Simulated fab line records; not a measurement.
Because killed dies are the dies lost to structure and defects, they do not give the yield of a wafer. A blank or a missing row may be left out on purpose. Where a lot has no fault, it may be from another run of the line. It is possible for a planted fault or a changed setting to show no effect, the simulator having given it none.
fab line records | flow nandHarc
record: lots: 7 | wafers: 20 | lastDay: 32
route steps=1302 shown A_CHANNEL_HOLE_D1@487 A_CHANNEL_FILL_D1@490
lots untouched by any fault: they come from a run of this same line in which no faults occurred
startH: start of the lot's first displayed wafer, in hours after the record's first day | waitH: hours since the lot's step before | " as in the row above | L1.1+2: several wafers, shown together as one row | - no value present, or no start provided | * or withheld: withheld | < > ~ a bound
route shown NAME@n: names a module that has steps shown in the file, with the first one's number in the route | usual: average and standard deviation across the fault-free wafers | same: alike in all rows | chamber/n: place in a boat | sites: each site's reading | _std_site: how widely they spread, as a standard deviation | _edge_site: inner sites' mean taken away from outer sites' mean | radiusMm: for every site, how far away it sits from the centre of the wafer | mask NAME#n: copy n | behind: the last tool/chamber to shape the wafer | hold: why the lot was held/for how many hours/how that ended | device: whichever transistor did not switch (one of n, p or np) | end of line: tests of these same wafers at the route's end | where a step has no rows: the recipe by itself | killed: at the first sort, the dies lost to defects and structure; wafer yield is something else | map: shows each die of a wafer: x if killed, . if not, _ if none is there
set.NAME: the setting that was run; set.NAME@STEP: the one run at that earlier step | model.NAME: the simulator's own value behind a step, which no gauge read
lots at selected steps of the route; one table per step, one row per wafer
services: a tool's chamber out of use, with start hour (startH, from the record's first day; less than 0 if before it), hours out, and reason
== steps ==
step: NHARC_A_CHANNEL_HOLE_D1_CD_MEAS_30
usual: cdNm: 89.5/1.8
lot.wafer | tool     | chamber | startH | waitH | cdNm
L169.3    | cdSem-02 | -       | 189.85 | -     | 91.4
L169.5    | "        | -       | "      | "     | 89.4
L169.6    | "        | -       | "      | "     | 92.1
L173.1    | cdSem-01 | -       | 225.42 | -     | 90.2
L173.5    | "        | -       | "      | "     | 87.3
L173.6    | "        | -       | "      | "     | 88.9
L175.3    | cdSem-02 | -       | 240.69 | -     | 86.3
L175.4    | "        | -       | "      | "     | 88.9
L175.6    | "        | -       | "      | "     | 85.1
L185.5    | cdSem-01 | -       | 353.38 | -     | 92.4
L185.6    | "        | -       | "      | "     | 90.9
L186.1    | cdSem-02 | -       | 368.19 | -     | 88.8
L186.4    | "        | -       | "      | "     | 88.3
L186.5    | "        | -       | "      | "     | 88.9
L187.1    | cdSem-03 | -       | 371.64 | -     | 90.1
L187.2    | "        | -       | "      | "     | 89.9
L187.6    | "        | -       | "      | "     | 90.0
L189.2    | cdSem-02 | -       | 391.70 | -     | 87.3
L189.5    | "        | -       | "      | "     | 87.4
L189.6    | "        | -       | "      | "     | 91.0
step: NHARC_A_CHANNEL_HOLE_D1_XSEM_31
recipe: landingEnergyEv: 35000
usual: botCdNm: 73.9/1.8 | bowNm: 8.61/0.23 | tiltDeg: 0.07/0.05
lot.wafer | tool    | chamber | startH | waitH | botCdNm | bowNm | tiltDeg
L169.3    | xsem-01 | 0       | 189.94 | 0.1   | 76.3    | 8.90  | 0.07
L169.5    | "       | 0       | "      | "     | 73.6    | 8.92  | 0.07
L169.6    | "       | 0       | "      | "     | 76.0    | 8.78  | 0.07
L173.1    | xsem-02 | 0       | 225.51 | 0.1   | 74.8    | 8.61  | 0.08
L173.5    | "       | 0       | "      | "     | 71.4    | 8.59  | 0.07
L173.6    | "       | 0       | "      | "     | 73.8    | 8.54  | 0.07
L175.3    | xsem-01 | 0       | 240.78 | 0.1   | 71.2    | 8.74  | 0.15
L175.4    | "       | 0       | "      | "     | 74.3    | 8.78  | 0.15
L175.6    | "       | 0       | "      | "     | 69.9    | 8.65  | 0.14
L185.5    | xsem-02 | 0       | 353.48 | 0.1   | 76.9    | 8.44  | 0.04
L185.6    | "       | 0       | "      | "     | 75.6    | 8.44  | 0.04
L186.1    | xsem-01 | 0       | 368.27 | 0.1   | 74.1    | 8.24  | 0.04
L186.4    | "       | 0       | "      | "     | 73.0    | 8.26  | 0.04
L186.5    | "       | 0       | "      | "     | 73.8    | 8.27  | 0.04
L187.1    | xsem-02 | 0       | 371.74 | 0.1   | 74.5    | 8.85  | 0.03
L187.2    | "       | 0       | "      | "     | 73.6    | 8.79  | 0.03
L187.6    | "       | 0       | "      | "     | 73.9    | 8.82  | 0.03
L189.2    | xsem-01 | 0       | 391.79 | 0.1   | 73.1    | 8.43  | 0.10
L189.5    | "       | 0       | "      | "     | 71.5    | 8.34  | 0.10
L189.6    | "       | 0       | "      | "     | 74.9    | 8.30  | 0.10
step: NHARC_A_CHANNEL_HOLE_D1_INSPECT_40
usual: rawDefectCount: 72/29
lot.wafer | tool             | chamber | startH | waitH | rawDefectCount
L169.3    | defectInspect-01 | -       | 190.03 | -     | 24
L169.5    | "                | -       | "      | "     | 36
L169.6    | "                | -       | "      | "     | 52
L173.1    | defectInspect-01 | -       | 225.61 | -     | 101
L173.5    | "                | -       | "      | "     | 64
L173.6    | "                | -       | "      | "     | 80
L175.3    | defectInspect-02 | -       | 240.87 | -     | 58
L175.4    | "                | -       | "      | "     | 50
L175.6    | "                | -       | "      | "     | 55
L185.5    | defectInspect-01 | -       | 353.56 | -     | 46
L185.6    | "                | -       | "      | "     | 52
L186.1    | defectInspect-02 | -       | 368.37 | -     | 97
L186.4    | "                | -       | "      | "     | 124
L186.5    | "                | -       | "      | "     | 84
L187.1    | defectInspect-02 | -       | 371.83 | -     | 60
L187.2    | "                | -       | "      | "     | 60
L187.6    | "                | -       | "      | "     | 64
L189.2    | defectInspect-01 | -       | 391.88 | -     | 51
L189.5    | "                | -       | "      | "     | 64
L189.6    | "                | -       | "      | "     | 60
step: NHARC_A_CHANNEL_FILL_D1_PRECLEAN_00
recipe: timeS: * | tempC: 50 | bathAgeMin: 0 | chemistry: SC1
step: NHARC_A_CHANNEL_FILL_D1_SRD_01
step: NHARC_A_CHANNEL_FILL_D1_ALD_02
recipe: targetThkA: 60 | pulseTimeS: 10 | aldCycles: 60 | tempC: 300 | material: SiO2
usual: heaterPowerW: 477/53 | precursorPulseHeightRel: 1.003/0.022
lot.wafer | tool     | chamber | startH | waitH | heaterPowerW | precursorPulseHeightRel
L169.3    | aldHk-03 | 1       | 190.44 | -     | 426          | 0.975
L169.6    | "        | 2       | "      | "     | 421          | 1.011
L169.5    | "        | 3       | "      | "     | 416          | 1.002
L173.1    | aldHk-04 | 3       | 225.81 | -     | 489          | 1.010
L173.5    | "        | 3       | "      | "     | 480          | 1.024
L173.6    | "        | 0       | "      | "     | 526          | 1.027
L175.3    | aldHk-04 | 0       | 241.06 | -     | 536          | 1.042
L175.4    | "        | 2       | "      | "     | 539          | 1.010
L175.6    | "        | 1       | "      | "     | 549          | 0.955
L185.6    | aldHk-03 | 0       | 354.32 | -     | 531          | 1.006
L185.5    | "        | 1       | "      | "     | 427          | 0.975
L186.4    | aldHk-04 | 3       | 368.64 | -     | 480          | 0.980
L186.1    | "        | 0       | "      | "     | 547          | 1.029
L186.5    | "        | 3       | "      | "     | 486          | 1.009
L187.2    | aldHk-01 | 0       | 372.03 | -     | 494          | 1.037
L187.1    | "        | 2       | "      | "     | 395          | 0.980
L187.6    | "        | 0       | "      | "     | 496          | 1.042
L189.2    | aldHk-01 | 1       | 392.15 | -     | 523          | 1.017
L189.6    | "        | 0       | "      | "     | 500          | 1.002
L189.5    | "        | 1       | "      | "     | 528          | 1.018
step: NHARC_A_CHANNEL_FILL_D1_ALD_03
recipe: targetThkA: 60 | pulseTimeS: 60 | aldCycles: 58 | tempC: 630 | pressureTorr: 2 | material: SiNx
usual: precursorPulseHeightRel: 0.999/0.02
lot.wafer | tool           | chamber | startH | waitH | precursorPulseHeightRel
L169.3    | aldSinBatch-01 | 0       | -      | -     | 0.990
L169.5    | "              | 0       | "      | "     | 1.005
L169.6    | "              | 0       | "      | "     | 1.011
L173.1    | aldSinBatch-02 | 0       | -      | -     | 1.010
L173.5    | "              | 0       | "      | "     | 0.987
L173.6    | "              | 0       | "      | "     | 0.983
L175.3    | aldSinBatch-03 | 0       | -      | -     | 0.996
L175.4    | "              | 0       | "      | "     | 1.008
L175.6    | "              | 0       | "      | "     | 1.042
L185.5    | aldSinBatch-03 | 0       | -      | -     | 1.018
L185.6    | "              | 0       | "      | "     | 0.976
L186.1    | aldSinBatch-03 | 0       | -      | -     | 1.019
L186.4    | "              | 0       | "      | "     | 0.967
L186.5    | "              | 0       | "      | "     | 1.006
L187.1    | aldSinBatch-02 | 0       | -      | -     | 1.016
L187.2    | "              | 0       | "      | "     | 0.977
L187.6    | "              | 0       | "      | "     | 0.997
L189.2    | aldSinBatch-03 | 0       | -      | -     | 1.012
L189.5    | "              | 0       | "      | "     | 0.999
L189.6    | "              | 0       | "      | "     | 1.027
step: NHARC_A_CHANNEL_FILL_D1_ALD_14
recipe: targetThkA: 25 | pulseTimeS: 10 | aldCycles: 25 | tempC: 300 | material: SiO2
usual: heaterPowerW: 478/52 | precursorPulseHeightRel: 1.000/0.019
lot.wafer | tool     | chamber | startH | waitH | heaterPowerW | precursorPulseHeightRel
L169.3    | aldHk-01 | 3       | 197.33 | 0.2   | 425          | 1.007
L169.5    | "        | 0       | "      | "     | 461          | 0.992
L169.6    | "        | 1       | "      | "     | 530          | 0.982
L173.1    | aldHk-01 | 1       | 231.47 | 0.1   | 510          | 1.003
L173.5    | "        | 0       | "      | "     | 466          | 1.040
L173.6    | "        | 1       | "      | "     | 515          | 1.014
L175.4    | aldHk-03 | 1       | 248.12 | 0.1   | 410          | 0.973
L175.3    | "        | 2       | "      | "     | 419          | 1.024
L175.6    | "        | 0       | "      | "     | 510          | 0.994
L185.6    | aldHk-01 | 0       | 361.17 | 0.2   | 496          | 1.009
L185.5    | "        | 1       | "      | "     | 511          | 0.984
L186.4    | aldHk-01 | 0       | 375.69 | 0.1   | 503          | 0.975
L186.1    | "        | 1       | "      | "     | 523          | 1.013
L186.5    | "        | 0       | "      | "     | 492          | 0.980
L187.1    | aldHk-04 | 3       | 379.07 | 0.0   | 473          | 0.963
L187.2    | "        | 0       | "      | "     | 534          | 0.982
L187.6    | "        | 3       | "      | "     | 481          | 1.010
L189.2    | aldHk-01 | 1       | 399.17 | 0.1   | 524          | 0.996
L189.6    | "        | 3       | "      | "     | 459          | 0.995
L189.5    | "        | 0       | "      | "     | 503          | 0.988
step: NHARC_A_CHANNEL_FILL_D1_ALD_15
recipe: targetThkA: 20 | pulseTimeS: 60 | aldCycles: 19 | tempC: 630 | pressureTorr: 2 | material: SiNx
step: NHARC_A_CHANNEL_FILL_D1_ALD_16
recipe: targetThkA: 15 | pulseTimeS: 10 | aldCycles: 15 | tempC: 300 | material: SiO2
usual: heaterPowerW: 491/53 | precursorPulseHeightRel: 0.999/0.018
lot.wafer | tool     | chamber | startH | waitH | heaterPowerW | precursorPulseHeightRel
L169.3    | aldHk-04 | 2       | 202.46 | 0.1   | 517          | 1.009
L169.5    | "        | 0       | "      | "     | 516          | 0.996
L169.6    | "        | 1       | "      | "     | 553          | 0.995
L173.1    | aldHk-04 | 2       | 236.65 | 0.1   | 533          | 0.981
L173.6    | "        | 1       | "      | "     | 537          | 1.010
L173.5    | "        | 2       | "      | "     | 537          | 0.992
L175.3    | aldHk-01 | 2       | 253.32 | 0.1   | 376          | 0.969
L175.4    | "        | 3       | "      | "     | 439          | 0.980
L175.6    | "        | 2       | "      | "     | 386          | 0.987
L185.5    | aldHk-01 | 3       | 366.32 | 0.2   | 459          | 1.015
L185.6    | "        | 0       | "      | "     | 490          | 0.983
L186.4    | aldHk-04 | 2       | 381.12 | 0.1   | 543          | 1.015
L186.1    | "        | 3       | "      | "     | 479          | 0.989
L186.5    | "        | 0       | "      | "     | 524          | 0.994
L187.2    | aldHk-01 | 0       | 384.26 | 0.0   | 494          | 1.003
L187.1    | "        | 2       | "      | "     | 400          | 0.979
L187.6    | "        | 1       | "      | "     | 520          | 1.016
L189.2    | aldHk-01 | 0       | 404.35 | 0.1   | 494          | 0.997
L189.5    | "        | 1       | "      | "     | 509          | 1.017
L189.6    | "        | 2       | "      | "     | 380          | 0.990
step: NHARC_A_CHANNEL_FILL_D1_ANNEAL_17
recipe: tempC: 850 | timeS: 1800
step: NHARC_A_CHANNEL_FILL_D1_CVD_18
recipe: targetThkA: 30 | tempC: 550 | material: poly-Si
step: NHARC_A_CHANNEL_FILL_D1_ETCHBACK_19
recipe: targetDepthA: 50 | timeS: 1.7 | hbrFlowSccm: 150 | cl2FlowSccm: 50 | rfW: 400 | icpW: 400 | biasW: 100 | chemistry: HBr/Cl2
usual: biasW: 100.0/0.31 | drypumpMotorCurrentA: 5.9/0.46 | oesProductAu: 1.007/0.016 | throttleValvePct: 26.406/0.0091
lot.wafer | tool     | chamber | startH | waitH | biasW | drypumpMotorCurrentA | oesProductAu | rfHoursCounterH | throttleValvePct
L169.3    | rieSi-03 | 0       | 218.56 | 0.4   | 99.8  | 6.4                  | 1.021        | 1.1             | 26.395
L169.5    | "        | 2       | "      | "     | 100.3 | 6.5                  | 1.024        | -               | 26.399
L169.6    | "        | 3       | "      | "     | 100.3 | 5.7                  | 1.007        | -               | 26.406
L173.1    | rieSi-06 | 2       | 248.38 | 0.4   | 100.4 | 5.2                  | 1.017        | 1.1             | 26.405
L173.6    | "        | 1       | "      | "     | 100.2 | 5.4                  | 0.995        | -               | 26.399
L173.5    | "        | 2       | "      | "     | 99.9  | 5.2                  | 1.026        | -               | 26.417
L175.3    | rieSi-06 | 1       | 265.30 | 0.4   | 100.6 | 5.5                  | 1.018        | 0.0             | 26.401
L175.4    | "        | 0       | "      | "     | 100.1 | 5.9                  | 1.013        | 0.0             | 26.402
L175.6    | "        | 2       | "      | "     | 99.8  | 5.1                  | 0.995        | -               | 26.417
L185.5    | rieSi-03 | 2       | 378.14 | 0.4   | 99.8  | 6.6                  | 0.765        | -               | 26.405
L185.6    | "        | 3       | "      | "     | 99.6  | 5.7                  | 0.772        | -               | 26.415
L186.1    | rieSi-03 | 0       | 392.83 | 0.4   | 100.4 | 6.5                  | 0.997        | 0.9             | 26.402
L186.4    | "        | 1       | "      | "     | 99.6  | 5.2                  | 1.001        | 0.9             | 26.414
L186.5    | "        | 2       | "      | "     | 99.8  | 6.5                  | 0.768        | -               | 26.419
L187.2    | rieSi-03 | 0       | 396.68 | 0.4   | 100.0 | 6.4                  | 0.998        | 0.9             | 26.404
L187.1    | "        | 1       | "      | "     | 100.4 | 5.1                  | 0.990        | 1.0             | 26.404
L187.6    | "        | 2       | "      | "     | 100.3 | 6.5                  | 0.762        | -               | 26.396
L189.2    | rieSi-04 | 2       | 416.34 | 0.4   | 99.7  | 5.8                  | 1.011        | 0.5             | 26.418
L189.5    | "        | 0       | "      | "     | 100.4 | 6.2                  | 1.013        | -               | 26.410
L189.6    | "        | 1       | "      | "     | 100.5 | 5.8                  | 1.030        | -               | 26.404
step: NHARC_A_CHANNEL_FILL_D1_ETCHBACK_20
recipe: targetDepthA: 270 | timeS: 13.5 | c4f8FlowSccm: withheld | o2FlowSccm: 8 | arFlowSccm: withheld | rfW: 600 | biasW: 1500 | chemistry: C4F8/O2/Ar
== services ==
tool           | chamber | startH | hours | kind
rieSi-03       | 0       | 174.31 | 1.4   | repair
rieSi-04       | 2       | 194.46 | 0.9   | repair
rieSi-03       | 1       | 211.51 | 8.2   | repair
aldHk-03       | -       | 212.77 | 10.0  | pm
aldSinBatch-01 | -       | 218.46 | 201.0 | repair
rieSi-03       | -       | 221.00 | 9.0   | pm
rieSi-04       | 1       | 246.66 | 2.2   | repair
rieSi-06       | -       | 249.00 | 9.0   | pm
rieSi-04       | -       | 250.04 | 0.4   | repair
aldHk-04       | -       | 254.21 | 10.0  | pm
aldHk-03       | -       | 269.14 | 1.0   | repair
aldSinBatch-02 | -       | 269.92 | 26.0  | pm
rieSi-04       | 2       | 277.43 | 24.1  | repair
aldHk-01       | -       | 298.59 | 10.0  | pm
aldHk-01       | 0       | 298.59 | 10.0  | ventCycle
aldHk-01       | 1       | 298.59 | 10.0  | ventCycle
aldHk-01       | 2       | 298.59 | 10.0  | ventCycle
aldHk-01       | 3       | 298.59 | 10.0  | ventCycle
rieSi-04       | -       | 342.05 | 9.0   | pm
rieSi-03       | 3       | 344.87 | 9.2   | repair
xsem-01        | -       | 374.00 | 14.0  | pm
rieSi-04       | 2       | 374.19 | 1.1   | repair
aldHk-03       | -       | 390.77 | 10.0  | pm
rieSi-03       | -       | 398.00 | 9.0   | pm
== key ==
firstSign: step: NHARC_A_CHANNEL_FILL_D1_ETCHBACK_19 | reading: oesProductAu | direction: down | sigmas: 15 | usual: 1.007 | struck: 0.767
effect none on later readings
metAt NHARC_A_CHANNEL_FILL_D1_ETCHBACK_19
struckWafers L185.5,L185.6,L186.5,L187.6
sortLeftOut L185.5,L185.6,L186.5,L187.6
testerLeftOut L185,L186,L187
onsetBetween 218.56 378.14
fault: kind: processParameterDrift | tool: rieSi-03 | chamber: - | onsetH: 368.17 | steps: NHARC_A_CHANNEL_FILL_D1_ETCHBACK_19 | channel: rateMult | offset: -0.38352 | shape: step | endH: 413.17 | scope: struckWafersOnly
testerLeftOut: of these lots the tester's yield and bins aren't shown, on N5 and GAA mostly nor the transistor test; their killed dies are dies lost to structure and defects alone, not to doping, threshold or leakage, so they don't give the yield
sortLeftOut: the simulated sort isn't trusted on such a fault, so these wafers' sort isn't shown, and their yield isn't known
